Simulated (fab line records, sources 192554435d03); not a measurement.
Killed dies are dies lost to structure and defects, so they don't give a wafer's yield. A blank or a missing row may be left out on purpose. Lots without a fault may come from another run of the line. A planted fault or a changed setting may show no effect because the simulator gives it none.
A struck lot beside a sound one | flow n5_finfet | 37 steps out of a route of 1938
Sound: wafers L169.2, L169.3, L169.6. Struck: wafers L183.2, L183.5. (L183.3 of the same lot was not struck and is left out.) The cause comes at the end.
At each step with rows: each side's tool, then ch and its chambers, then its first start. Under that, the readings that differ: sound wafers | struck wafers | difference of the means | sigmas: that difference in standard deviations of wafers without a fault.
alike: readings whose means differ by less than 2 such deviations, and words and numbers that are the same on both sides. not compared: withheld readings, readings that some wafer has no value for, bounds like >300 that may hide the same value, and numbers for which the record gives no deviation and whose values overlap.
The two part at a step that has a row with sigmas, a row that says differs or no value, or rows on one side only. Numbers that don't overlap but have no deviation are shown without sigmas and don't part them. A reading that every wafer of one side lacks parts them only if that side has two wafers or more.

first, 9 steps without rows for these wafers: N5_BEOL_M4_ANNEAL_95 (time 240 s); N5_BEOL_M4_SPUTTER_96 (material Cu, target thk 4.5 nm, time 8.29 s); N5_BEOL_M4_ECD_50 (material Cu, target thk 300 nm); N5_BEOL_M4_ANNEAL_51 (time 90 s); N5_BEOL_M4_CMP_52 (polishes, stops on SiOC, t overpolish 6.8 s, target thk 40 nm); N5_BEOL_M4_PRE_CLEAN_60 (time 15 s); N5_BEOL_M4_CO_CAP_55 (material Co, precursor CCTBA/H2, target thk 2 nm, time 102.1 s); N5_BEOL_M4_PRE_CLEAN_56 (time 15 s); N5_BEOL_M4_DEP_57 (deposits SiCN from 3MS/NH3, target thk 8 nm, time 14 s).
N5_BEOL_M4_RC_MEAS_101:
  sound on prober-01 ch 0, day 8 13:41; struck on prober-02 ch 0, day 11 20:56
  alike: DIBL_N, DIBL_P, IOFF_N, IOFF_P, ION_N, ION_P, SS_N, SS_P, VT_N, VT_P
then, 24 steps without rows for these wafers: N5_BEOL_M5_ILD_DEP_00 (deposits SiCOH lowk from DEMS/porogen, target thk 140.64 nm, time 25.9 s); N5_BEOL_M5_CURE_79 (cures SiCOH lowk, time 240 s); N5_BEOL_M5_PECVD_70 (deposits SiO2 from TEOS/O2, target thk 16 nm, time 18 s); N5_BEOL_M5_HM_DEP_02 (deposits TiN, target thk 20 nm); N5_BEOL_M5_COAT_59 (time 60 s, resist thk 60 nm); N5_BEOL_M5_COAT_60 (time 60 s, resist thk 12 nm); N5_BEOL_M5_COAT_71 (time 60 s, resist thk 5 nm); N5_BEOL_M5_COAT_05 (resist thk 30 nm); N5_BEOL_M5_EBR_07; N5_BEOL_M5_SOFTBAKE_06 (time 60 s); N5_BEOL_M5_EXPOSE_08 (exposes mask M5, target cd 28 nm); N5_BEOL_M5_PEB_09 (peb time 60 s); N5_BEOL_M5_DEVELOP_10 (develop time 30 s); N5_BEOL_M5_DESCUM_16 (chemistry O2, time 7 s); N5_BEOL_M5_ETCH_72 (etches underlayer in N2/H2, target depth 6.5 nm, time 5.2 s); N5_BEOL_M5_ETCH_61 (etches SiARC in CF4, target depth 15.6 nm, time 26 s); N5_BEOL_M5_ETCH_62 (etches SOC in N2/H2, target depth 75 nm, overetch 15 nm, time 112.5 s); N5_BEOL_M5_STRIP_63 (strips in N2/H2); N5_BEOL_M5_STRIP_73 (strips in N2/H2); N5_BEOL_M5_STRIP_64 (strips in CF4); N5_BEOL_M5_HM_OPEN_17 (chemistry Cl2/BCl3, target TiN, target depth 20 nm, overetch 6 nm); N5_BEOL_M5_STRIP_19 (strips in O2); N5_BEOL_M5_COAT_65 (time 60 s, resist thk 60 nm); N5_BEOL_M5_COAT_66 (time 60 s, resist thk 12 nm).
N5_BEOL_M5_ALD_86: deposits TaN, pulse time 2 s, purge time 3 s, co reactant purge time 2 s.
  sound on ald_metal-02 ch 1,2,3, day 8 19:15; struck on ald_metal-04 ch 0, day 12 03:58
  alike: heater_power_w
-- the record jumps here: 4 days lie between the struck wafers' starts before and after (it left off in module BEOL_M5 and takes up again in module BEOL_M15, whose first step shown is number 1830 of the route) --
N5_BEOL_M15_RC_MEAS_101:
  sound on prober-01 ch 0, day 12 04:48; struck on prober-02 ch 0, day 15 16:23
  reading                | sound                 | struck          | difference | sigmas
  COMB_M5_max_site (S/m) | 5.1e-11 3.4e-11 4e-11 | 8.8e-11 7.5e-11 | +4.0e-11   | +3
  SERP_M12 (ohm/um)      | 0.636 0.628 0.613     | 0.657 0.653     | +0.029     | +3
  SERP_M13 (ohm/um)      | 0.310 0.304 0.311     | 0.317 0.320     | +0.010     | +2
  SERP_M6 (ohm/um)       | 13.2 13.2 12.9        | 13.8 14.2       | +0.9       | +2
  alike: COMB_M10, COMB_M11, COMB_M12, COMB_M13, COMB_M14, COMB_M15, COMB_M5, COMB_M6, COMB_M7, COMB_M8, COMB_M9, SERP_M10, SERP_M10_max_site, SERP_M11, SERP_M14, SERP_M5, SERP_M5_max_site, SERP_M7, SERP_M7_max_site, SERP_M8, SERP_M9
N5_PASSIVATION_PROBE_49:
  sound on prober-01, day 12 20:53; struck on prober-01, day 16 08:40
  reading                | sound | struck    | difference | sigmas
  sort_bin_4_leakage (%) | 0 0 0 | 0.42 0.42 | +0.42      |
  alike: defect_limited_yield, killed_at_M0_to_M3, killed_at_M4_up, killed_at_contacts, killed_at_front_end, killed_at_other, killed_dies, killed_on_rim, killed_open, killed_short, sort_bin_5_function, sort_bin_6_memory, sort_n_pass, sort_yield_pct

WHERE THEY PART
Only at N5_BEOL_M15_RC_MEAS_101, within this record. Later steps at which nothing parts them and some readings are alike: N5_PASSIVATION_PROBE_49.

WHY: what the simulator had put in
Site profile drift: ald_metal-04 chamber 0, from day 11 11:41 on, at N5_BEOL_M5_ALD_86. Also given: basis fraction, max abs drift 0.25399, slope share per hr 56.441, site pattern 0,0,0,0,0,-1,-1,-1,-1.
